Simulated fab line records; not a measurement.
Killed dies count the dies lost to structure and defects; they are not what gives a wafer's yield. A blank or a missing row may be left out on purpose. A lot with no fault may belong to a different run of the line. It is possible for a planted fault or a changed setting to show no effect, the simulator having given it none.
fab line records | flow n5Finfet | part 1 of 2: steps 1 to 20 of 30
[record] lots = 5 wafers = 15 lastDay = 18
route steps=1938 shown MOL_CONTACT_COAG@614 BEOL_M0_SAQP@632
lots with no fault: from the same line, run without faults
startH: hours from the record's first day to the start of the lot's first wafer shown | waitH: time in hours since the lot's previous step | " the same as in the row above | L1.1+2: a single row standing in for several wafers | - no value, or no start given | * or withheld: withheld | < > ~ a bound
route shown NAME@n: names a module that has steps shown in the file, with the first one's number in the route | usual: mean/standard deviation of fault-free wafers | same: alike in all rows | chamber/n: place in a boat | sites: each site's reading | _std_site: their standard deviation | _edge_site: mean of outer sites minus mean of inner sites | radiusMm: how far each site lies from the wafer's centre | mask NAME#n: copy n | behind: the most recent tool/chamber to have shaped the wafer | hold: cause of the lot's hold/its duration in hours/its outcome | device: which transistor (n, p or np) failed to switch | end of line: the route-end tests of the same wafers | for a step that has no rows: nothing shown but its recipe | killed: at the first sort, the dies lost to defects and structure; wafer yield is something else | map: a wafer's dies, x killed, . not, _ none there
set.NAME: the setting as run; set.NAME@STEP: as run at that earlier step | model.NAME: the simulator's own value behind a step, which no gauge read
lots at selected steps of the route; one table per step, one row per wafer
services: a tool's chamber out of use, with start hour (startH, from the record's first day; less than 0 if before it), hours out, and reason
[[steps]]
[step N5_MOL_CONTACT_COAG_STRIP_120]
[recipe] chemistry = CHF3 resist = SiARC rfFrequencyHz = 6e+07
// columns lot.wafer tool chamber startH waitH
L074.1+2+4 rieDiel-05 2,1,3 101.97 0.0
L079.4+5+6 rieDiel-05 2,0,3 130.63 0.0
L081.3+4+6 rieDiel-05 2,0,2 144.94 0.0
L086.1+4+6 rieDiel-06 0,3,1 175.86 0.0
L096.2+3+6 rieDiel-04 3,2,3 237.82 0.0
[step N5_MOL_CONTACT_COAG_VIA_ETCH_117]
[recipe] chemistry = C4F6/O2 targetDepthA = 400 overetchA = 80 maskMaterial = SOC target = SiO2 biasW = 455 pressureMtorr = 10 timeS = 26 sourceW = 325 Ar_flow_sccm = 300 C4F6_flow_sccm = 10 O2_flow_sccm = 10 ionEnergyEv = 575.3 ends = endPoint
[usual] drypumpMotorCurrentA = 5.7/0.44 oesProductAu = 0.68/0.075 rfVppV = 1574/33 showerheadPlenumPTorr = 2.80/0.1 throttleValvePct = 40.9/0.64
// columns lot.wafer tool chamber startH waitH drypumpMotorCurrentA oesProductAu rfHoursCounterH rfVppV showerheadPlenumPTorr throttleValvePct
L074.1 rieDiel-05 2 101.98 0.0 5.1 0.67 181 1577 2.97 41.2
L074.2 " 1 " " 6.1 0.80 14 1570 2.81 41.4
L074.4 " 3 " " 5.6 0.61 243 1532 2.83 42.1
L079.4 rieDiel-05 2 130.64 0.0 5.1 0.66 188 1576 2.97 41.3
L079.5 " 0 " " 5.7 0.63 - 1613 2.71 41.5
L079.6 " 3 " " 5.6 0.61 - 1530 2.82 42.0
L081.3 rieDiel-05 2 144.95 0.0 5.1 0.66 194 1577 2.97 41.3
L081.4 " 0 " " 5.7 0.62 - 1611 2.71 41.5
L081.6 " 2 " " 5.1 0.66 - 1577 2.97 41.3
L086.1 rieDiel-06 0 175.87 0.0 6.6 0.64 242 1565 2.82 41.7
L086.4 " 3 " " 6.5 0.77 53 1508 2.73 40.3
L086.6 " 1 " " 6.0 0.61 - 1594 2.77 40.7
L096.2 rieDiel-04 3 237.83 0.0 5.3 0.76 59 1570 2.79 40.3
L096.3 " 2 " " 5.8 0.65 203 1551 2.92 41.1
L096.6 " 3 " " 5.3 0.76 - 1568 2.79 40.2
[step N5_MOL_CONTACT_COAG_ETCH_124]
[recipe] chemistry = CH3F/O2 target = SiNx targetDepthA = 65 maskMaterial = SOC stopOn = SiOC overEtchFrac = 0.3 ionEnergyEv = 120 pressureMtorr = 30 sourceW = 395 biasW = 73 Ar_flow_sccm = 150 CH3F_flow_sccm = 30 O2_flow_sccm = 20 ends = endPoint
[usual] drypumpMotorCurrentA = 5.7/0.44 oesProductAu = 0.65/0.074 rfVppV = 295/6.6 showerheadPlenumPTorr = 1.97/0.071 throttleValvePct = 16.30/0.27
[same] overEtchFrac = 0.3
// columns lot.wafer tool chamber startH waitH drypumpMotorCurrentA oesProductAu rfHoursCounterH rfVppV showerheadPlenumPTorr throttleValvePct
L074.1 rieDiel-05 2 102.01 0.0 5.1 0.63 181 296 2.09 16.25
L074.2 " 1 " " 6.1 0.78 14 293 1.98 16.00
L074.4 " 3 " " 5.6 0.58 243 285 1.99 16.64
L079.4 rieDiel-05 2 130.66 0.0 5.1 0.62 188 293 2.09 16.26
L079.5 " 0 " " 5.7 0.60 - 304 1.91 16.60
L079.6 " 3 " " 5.6 0.57 - 287 1.98 16.65
L081.3 rieDiel-05 2 144.98 0.0 5.1 0.62 194 293 2.09 16.28
L081.4 " 0 " " 5.7 0.60 - 302 1.90 16.60
L081.6 " 2 " " 5.1 0.62 - 296 2.09 16.26
L086.1 rieDiel-06 0 175.90 0.0 6.6 0.60 242 293 1.98 16.70
L086.4 " 3 " " 6.5 0.74 53 283 1.92 16.02
L086.6 " 1 " " 6.0 0.59 - 299 1.95 16.63
L096.2 rieDiel-04 3 237.86 0.0 5.4 0.72 59 294 1.96 16.00
L096.3 " 2 " " 5.8 0.61 203 290 2.06 16.48
L096.6 " 3 " " 5.4 0.72 - 293 1.96 16.00
[step N5_MOL_CONTACT_COAG_ETCH_48]
[recipe] chemistry = C4F6/O2 targetDepthA = 150 overetchA = 45 maskMaterial = SOC target = SiOC biasW = 465 pressureMtorr = 10 timeS = 17 sourceW = 335 Ar_flow_sccm = 300 C4F6_flow_sccm = 10 O2_flow_sccm = 10 ionEnergyEv = 576
[usual] drypumpMotorCurrentA = 5.7/0.44 oesProductAu = 0.66/0.081 rfVppV = 1576/33 showerheadPlenumPTorr = 2.80/0.1 throttleValvePct = 40.4/0.62
// columns lot.wafer tool chamber startH waitH drypumpMotorCurrentA oesProductAu rfHoursCounterH rfVppV showerheadPlenumPTorr throttleValvePct
L074.1 rieDiel-05 2 102.05 0.0 5.1 0.65 182 1579 2.97 40.8
L074.2 " 1 " " 6.1 0.80 14 1573 2.81 40.9
L074.4 " 3 " " 5.6 0.58 243 1532 2.83 41.5
L079.4 rieDiel-05 2 130.70 0.0 5.1 0.62 188 1578 2.97 40.8
L079.5 " 0 " " 5.7 0.61 - 1614 2.71 41.0
L079.6 " 3 " " 5.6 0.57 - 1533 2.82 41.5
L081.3 rieDiel-05 2 145.02 0.0 5.1 0.60 194 1578 2.97 40.8
L081.4 " 0 " " 5.8 0.58 - 1614 2.71 41.0
L081.6 " 2 " " 5.1 0.59 - 1579 2.97 40.8
L086.1 rieDiel-06 0 175.94 0.0 6.7 0.57 242 1566 2.81 41.2
L086.4 " 3 " " 6.5 0.77 53 1512 2.73 39.9
L086.6 " 1 " " 6.0 0.58 - 1594 2.77 40.3
L096.2 rieDiel-04 3 237.90 0.0 5.3 0.78 59 1572 2.79 39.8
L096.3 " 2 " " 5.8 0.66 203 1554 2.92 40.7
L096.6 " 3 " " 5.4 0.77 - 1572 2.79 39.8
[step N5_MOL_CONTACT_COAG_STRIP_72]
[recipe] chemistry = N2/H2 powerW = 450 tempC = 40 pressureMtorr = 20 rfFrequencyHz = 6e+07 overashFraction = 3 biasPowerW = 7 h2Frac = 0.5 n2FlowSccm = 200 h2FlowSccm = 200
[usual] drypumpMotorCurrentA = 5.7/0.44 oesProductAu = 0.76/0.092 rfVppV = 59.2/1.9 showerheadPlenumPTorr = 2.50/0.087 tempC = 40.00/0.12 throttleValvePct = 23.6/0.37
// columns lot.wafer tool chamber startH waitH drypumpMotorCurrentA oesProductAu rfHoursCounterH rfVppV showerheadPlenumPTorr tempC throttleValvePct
L074.1 rieDiel-05 2 102.10 0.0 5.1 0.73 182 61.4 2.65 40.22 23.5
L074.2 " 1 " " 6.1 0.93 14 62.1 2.51 40.03 23.6
L074.4 " 3 " " 5.6 0.69 243 61.8 2.52 39.88 24.4
L079.4 rieDiel-05 2 130.76 0.0 5.1 0.72 188 59.9 2.64 40.08 23.5
L079.5 " 0 " " 5.7 0.69 - 60.7 2.38 40.33 23.5
L079.6 " 3 " " 5.6 0.68 - 56.8 2.52 40.11 24.4
L081.3 rieDiel-05 2 145.07 0.0 5.1 0.72 194 58.9 2.64 40.14 23.4
L081.4 " 0 " " 5.7 0.69 - 57.8 2.38 40.01 23.5
L081.6 " 2 " " 5.1 0.73 - 59.4 2.64 40.01 23.5
L086.1 rieDiel-06 0 175.99 0.0 6.6 0.69 242 63.1 2.48 40.10 23.7
L086.4 " 3 " " 6.5 0.86 53 57.0 2.48 40.05 23.6
L086.6 " 1 " " 6.0 0.71 - 59.1 2.50 40.00 23.9
L096.2 rieDiel-04 3 237.95 0.0 5.4 0.85 59 58.7 2.46 39.88 23.0
L096.3 " 2 " " 5.9 0.70 203 57.0 2.63 39.79 23.9
L096.6 " 3 " " 5.3 0.83 - 57.2 2.47 39.79 23.0
[step N5_MOL_CONTACT_COAG_STRIP_49]
[recipe] chemistry = N2/H2 timeS = 30 powerW = 1000 tempC = 250 pressureMtorr = withheld n2FlowSccm = 1750 h2FlowSccm = 3250
[usual] drypumpMotorCurrentA = 5.78/0.29 heaterPowerW = 337/33 tempC = 250.02/0.17
// columns lot.wafer tool chamber startH waitH drypumpMotorCurrentA heaterPowerW rfHoursCounterH tempC
L074.1 plasmaAsher-02 1 102.18 - 5.63 358 40 249.76
L074.2 " 0 " " 5.81 305 40 250.31
L074.4 " 0 " " 5.84 304 - 250.32
L079.4 plasmaAsher-02 0 130.86 - 5.81 304 - 250.11
L079.5 " 0 " " 5.82 310 - 250.03
L079.6 " 1 " " 5.61 355 - 250.10
L081.3 plasmaAsher-01 1 145.17 - 5.45 308 - 250.21
L081.4 " 0 " " 6.22 384 - 249.67
L081.6 " 1 " " 5.45 306 - 250.01
L086.1 plasmaAsher-01 0 176.08 - 6.24 386 109 249.97
L086.4 " 0 " " 6.22 364 - 249.94
L086.6 " 1 " " 5.45 296 - 250.11
L096.2 plasmaAsher-01 0 238.03 - 6.21 380 121 250.29
L096.3 " 0 " " 6.22 376 - 250.12
L096.6 " 1 " " 5.47 305 - 250.02
[step N5_MOL_CONTACT_COAG_PRECLEAN_138]
[recipe] chemistry = alkalineClean tempC = 60 timeS = 60 doPpb = 50
[usual] bathGuardTempC = 60.0/0.58 tempC = 59.99/0.12
// columns lot.wafer tool chamber startH waitH bathGuardTempC tempC
L074.1 wetBench-05 5 102.27 0.1 59.5 59.82
L074.2 " 6 " " 60.0 60.05
L074.4 " 3 " " 60.2 59.99
L079.4 wetBench-05 2 130.93 0.0 60.0 60.19
L079.5 " 1 " " 59.9 59.93
L079.6 " 0 " " 59.6 59.83
L081.3 wetBench-05 2 145.24 0.0 60.1 59.98
L081.4 " 5 " " 59.7 59.99
L081.6 " 3 " " 60.5 59.94
L086.1 wetBench-05 1 176.16 0.1 59.9 60.35
L086.4 " 0 " " 59.3 60.10
L086.6 " 7 " " 60.7 60.20
L096.2 wetBench-05 0 238.12 0.1 59.8 60.02
L096.3 " 4 " " 60.4 59.92
L096.6 " 5 " " 59.9 59.70
[step N5_MOL_CONTACT_COAG_SRD_139]
[recipe] dry = ipaMarangoni timeS = 30 tempC = 23 rinseLiquid = diw
[usual] tempC = 23.00/0.11
// columns lot.wafer tool chamber startH waitH tempC
L074.1 wetBench-05 5 102.29 0.0 22.98
L074.2 " 6 " " 22.97
L074.4 " 3 " " 22.80
L079.4 wetBench-05 2 130.95 0.0 23.01
L079.5 " 1 " " 22.95
L079.6 " 0 " " 23.06
L081.3 wetBench-05 2 145.26 0.0 23.30
L081.4 " 5 " " 23.04
L081.6 " 3 " " 23.07
L086.1 wetBench-05 1 176.18 0.0 22.87
L086.4 " 0 " " 23.03
L086.6 " 7 " " 23.04
L096.2 wetBench-05 0 238.14 0.0 22.94
L096.3 " 4 " " 23.07
L096.6 " 5 " " 22.95
[step N5_MOL_CONTACT_COAG_CD_MEAS_101]
[recipe] targetCdNm = 16
[usual] cdNm = 16.1/0.42
// columns lot.wafer tool chamber startH waitH cdNm
L074.1 cdSem-01 - 102.33 0.0 16.3
L074.2 " - " " 16.6
L074.4 " - " " 16.4
L079.4 cdSem-03 - 130.99 0.0 16.5
L079.5 " - " " 15.1
L079.6 " - " " 16.1
L081.3 cdSem-01 - 145.30 0.0 16.3
L081.4 " - " " 15.6
L081.6 " - " " 16.1
L086.1 cdSem-01 - 176.22 0.0 16.2
L086.4 " - " " 16.0
L086.6 " - " " 16.1
L096.2 cdSem-03 - 238.18 0.0 16.6
L096.3 " - " " 16.6
L096.6 " - " " 16.0
[step N5_MOL_CONTACT_COAG_PRE_CLEAN_121]
[recipe] gas = H2/He timeS = * tempC = withheld
// columns lot.wafer tool chamber startH waitH
L074.1+2+4 cvdW-01 1,0,1 102.38 0.0
L079.4+5+6 cvdW-01 1,1,0 131.06 0.1
L081.3+4+6 cvdW-01 1,0,1 145.37 0.1
L086.1+4+6 cvdW-02 0,0,1 176.26 0.0
L096.2+3+6 cvdW-02 0,0,1 238.22 0.0
[step N5_MOL_CONTACT_COAG_CVD_140]
[recipe] material = W targetThkA = 665 mode = selectiveFill tempC = 300 timeS = 215
[usual] heaterPowerW = 459/34
// columns lot.wafer tool chamber startH waitH heaterPowerW
L074.1 cvdW-01 1 102.47 0.1 445
L074.2 " 0 " " 436
L074.4 " 1 " " 446
L079.4 cvdW-01 1 131.20 0.1 442
L079.5 " 1 " " 444
L079.6 " 0 " " 433
L081.3 cvdW-01 1 145.51 0.1 440
L081.4 " 0 " " 424
L081.6 " 1 " " 436
L086.1 cvdW-02 0 176.35 0.1 536
L086.4 " 0 " " 514
L086.6 " 1 " " 485
L096.2 cvdW-02 0 238.31 0.1 525
L096.3 " 0 " " 526
L096.6 " 1 " " 483
[step N5_MOL_CONTACT_COAG_PRECLEAN_127]
[recipe] chemistry = DIW timeS = 57.5 tempC = 23
[usual] tempC = 23.00/0.12
// columns lot.wafer tool chamber startH waitH tempC
L074.1 wetBench-06 2 102.74 0.2 23.09
L074.2 " 4 " " 22.94
L074.4 " 1 " " 23.01
L079.4 wetBench-06 4 131.39 0.1 23.17
L079.5 " 7 " " 22.98
L079.6 " 0 " " 22.91
L081.3 wetBench-01 4 145.70 0.1 23.02
L081.4 " 0 " " 23.06
L081.6 " 2 " " 23.20
L086.1 wetBench-06 7 176.62 0.2 22.94
L086.4 " 2 " " 22.90
L086.6 " 6 " " 23.26
L096.2 wetBench-01 1 238.58 0.2 22.94
L096.3 " 4 " " 23.14
L096.6 " 3 " " 23.04
[step N5_MOL_CONTACT_COAG_SRD_128]
[recipe] dryTimeS = 32 dry = n2Spin spinRpm = 1500
// columns lot.wafer tool chamber startH waitH
L074.1+2+4 wetBench-06 2,4,1 102.76 0.0
L079.4+5+6 wetBench-06 4,7,0 131.41 0.0
L081.3+4+6 wetBench-01 4,0,2 145.72 0.0
L086.1+4+6 wetBench-06 7,2,6 176.64 0.0
L096.2+3+6 wetBench-01 1,4,3 238.60 0.0
[step N5_MOL_CONTACT_COAG_CMP_52]
[recipe] stopOn = SiO2 tOverpolishS = 1.5 postCmpClean = wDiluteNh4oh downForcePsi = 4 platenRpm = 50.289 padVelocityMS = 1.0006 targetThkNm = 66.5
[usual] edgeZonePressureFrac = 1.000/0.0051 motorCurrentA = 12.4/1.2 overpolishRunS = 1.499/0.0089 padLifeWafers = 862/500 timeToEndpointS = 15.6/2.2
// columns lot.wafer tool chamber startH waitH edgeZonePressureFrac motorCurrentA overpolishRunS padLifeWafers timeToEndpointS
L074.2 cmp-04 1 102.79 0.0 1.006 12.1 1.509 2004 16.9
L074.4 " 2 " " 0.993 12.0 1.493 2005 16.7
L074.1 " 3 " " 0.997 12.2 1.500 2006 18.3
L079.4 cmp-02 3 131.44 0.0 1.013 14.2 1.503 642 13.6
L079.5 " 3 " " 0.999 14.6 1.496 - 15.8
L079.6 " 0 " " 1.007 13.7 1.495 - 14.1
L081.4 cmp-02 1 145.75 0.0 1.008 12.6 1.504 744 10.7
L081.3 " 2 " " 1.005 13.4 1.491 745 12.1
L081.6 " 1 " " 1.005 12.6 1.483 - 11.7
L086.4 cmp-04 0 176.67 0.0 1.005 11.8 1.497 582 15.3
L086.1 " 1 " " 0.996 11.6 1.497 583 14.5
L086.6 " 1 " " 0.995 11.6 1.488 - 16.5
L096.3 cmp-01 1 238.67 0.1 0.999 10.4 1.508 295 12.6
L096.2 " 2 " " 0.992 11.3 1.503 296 14.8
L096.6 " 1 " " 0.996 10.4 1.507 - 14.3
[step N5_MOL_CONTACT_COAG_THK_MEAS_53]
[recipe] reads = SiO2_of_MOL_CONTACT_COAG_PECVD_31
[usual] VIA_MOL_THK = 44.1/0.62
// columns lot.wafer tool chamber startH waitH VIA_MOL_THK[nm]
L074.1 filmMetro-02 - 103.08 - 42.8
L074.2 " - " " 43.6
L074.4 " - " " 44.1
L079.4 filmMetro-02 - 131.74 - 44.7
L079.5 " - " " 44.0
L079.6 " - " " 44.8
L081.3 filmMetro-01 - 146.05 - 44.1
L081.4 " - " " 43.3
L081.6 " - " " 44.9
L086.1 filmMetro-02 - 176.97 - 44.0
L086.4 " - " " 44.5
L086.6 " - " " 44.4
L096.2 filmMetro-02 - 238.92 - 43.8
L096.3 " - " " 43.7
L096.6 " - " " 44.4
[step N5_MOL_CONTACT_COAG_ANNEAL_112]
[recipe] tempC = 400 timeS = 1800 ambient = HPD2 pressureAtm = 10
[usual] wafer_temp_C_max = 402.3/0.46
// columns lot.wafer tool chamber startH waitH wafer_temp_C_max
L074.1 hpAnneal-01 0 103.11 0.0 402.6
L074.2 " 0 " " 401.8
L074.4 " 0 " " 402.1
L079.4 hpAnneal-01 0 131.76 0.0 402.3
L079.5 " 0 " " 402.1
L079.6 " 0 " " 402.4
L081.3 hpAnneal-01 0 146.08 0.0 402.0
L081.4 " 0 " " 402.4
L081.6 " 0 " " 403.0
L086.1 hpAnneal-01 0 177.00 0.0 402.2
L086.4 " 0 " " 401.7
L086.6 " 0 " " 402.3
L096.2 hpAnneal-01 0 238.95 0.0 403.6
L096.3 " 0 " " 402.0
L096.6 " 0 " " 402.8
[step N5_MOL_CONTACT_COAG_INSPECT_97]
[recipe] inspectInstrument = darkfield mode = postAnneal
[usual] rawDefectCount = 41/16
// columns lot.wafer tool chamber startH waitH rawDefectCount
L074.1 defectInspect-01 - 106.13 0.0 42
L074.2 " - " " 34
L074.4 " - " " 36
L079.4 defectInspect-01 - 134.84 0.1 22
L079.5 " - " " 38
L079.6 " - " " 43
L081.3 defectInspect-01 - 149.15 0.1 32
L081.4 " - " " 32
L081.6 " - " " 38
L086.1 defectInspect-02 - 180.03 0.0 22
L086.4 " - " " 40
L086.6 " - " " 23
L096.2 defectInspect-01 - 241.99 0.0 22
L096.3 " - " " 55
L096.6 " - " " 45
[step N5_BEOL_M0_SAQP_PECVD_00]
[recipe] material = SiCN targetThkA = 80 tempC = withheld precursor = 3MS/NH3 pressureTorr = 3 rfW = 202 timeS = 14
[usual] showerheadPlenumPTorr = 3.659/0.013 throttleValvePct = 9.03/0.29
// columns lot.wafer tool chamber startH waitH showerheadPlenumPTorr throttleValvePct
L074.1 pecvd-01 2 106.47 0.2 3.643 9.18
L074.2 " 1 " " 3.644 9.03
L074.4 " 2 " " 3.652 9.05
L079.4 pecvd-01 1 135.13 0.1 3.647 8.99
L079.5 " 2 " " 3.653 9.47
L079.6 " 0 " " 3.643 8.72
L081.3 pecvd-02 0 149.44 0.1 3.686 9.44
L081.4 " 2 " " 3.673 9.04
L081.6 " 1 " " 3.655 9.03
L086.1 pecvd-03 0 180.37 0.2 3.681 9.02
L086.4 " 2 " " 3.667 9.28
L086.6 " 0 " " 3.677 9.44
L096.2 pecvd-01 2 242.31 0.2 3.650 9.14
L096.3 " 0 " " 3.649 8.78
L096.6 " 1 " " 3.641 8.88
[step N5_BEOL_M0_SAQP_ILD_DEP_01]
[recipe] material = SiOC targetThkA = 454.19 tempC = 350 precursor = DEMS/O2 pressureTorr = 5 rfW = 500 timeS = 8.7
[usual] heaterPowerW = 517/100 showerheadPlenumPTorr = 5.689/0.016 throttleValvePct = 11.9/0.34
// columns lot.wafer tool chamber startH waitH heaterPowerW showerheadPlenumPTorr throttleValvePct
L074.1 pecvd-01 2 106.49 0.0 642 5.684 12.1
L074.2 " 1 " " 561 5.681 11.9
L074.4 " 2 " " 630 5.658 11.8
L079.4 pecvd-01 1 135.16 0.0 548 5.671 12.2
L079.5 " 2 " " 728 5.677 12.0
L079.6 " 0 " " 432 5.690 11.4
L081.3 pecvd-02 0 149.47 0.0 401 5.699 12.0
L081.4 " 2 " " 347 5.710 12.0
L081.6 " 1 " " 404 5.687 11.9
L086.1 pecvd-03 0 180.39 0.0 518 5.716 12.4
L086.4 " 2 " " 639 5.685 11.8
L086.6 " 0 " " 509 5.711 12.3
L096.2 pecvd-01 2 242.33 0.0 720 5.688 12.2
L096.3 " 0 " " 449 5.674 11.5
L096.6 " 1 " " 557 5.663 12.0
[step N5_BEOL_M0_SAQP_HM_DEP_02]
[recipe] material = TiN targetThkA = 120 tempC = 25 chamberPressurePa = 0.49996
[usual] throttleValvePct = 29.8/0.99
// columns lot.wafer tool chamber startH waitH throttleValvePct
L074.1 pvdSputter-03 - 106.75 0.2 31.6
L074.2 " - " " 30.3
L074.4 " - " " 30.5
L079.4 pvdSputter-02 - 137.44 2.3 31.2
L079.5 " - " " 30.0
L079.6 " - " " 28.4
L081.3 pvdSputter-03 - 150.85 1.4 31.2
L081.4 " - " " 30.4
L081.6 " - " " 30.6
L086.1 pvdSputter-03 - 180.81 0.4 31.5
L086.4 " - " " 30.1
L086.6 " - " " 29.6
L096.2 pvdSputter-03 - 242.99 0.6 30.5
L096.3 " - " " 29.7
L096.6 " - " " 31.2
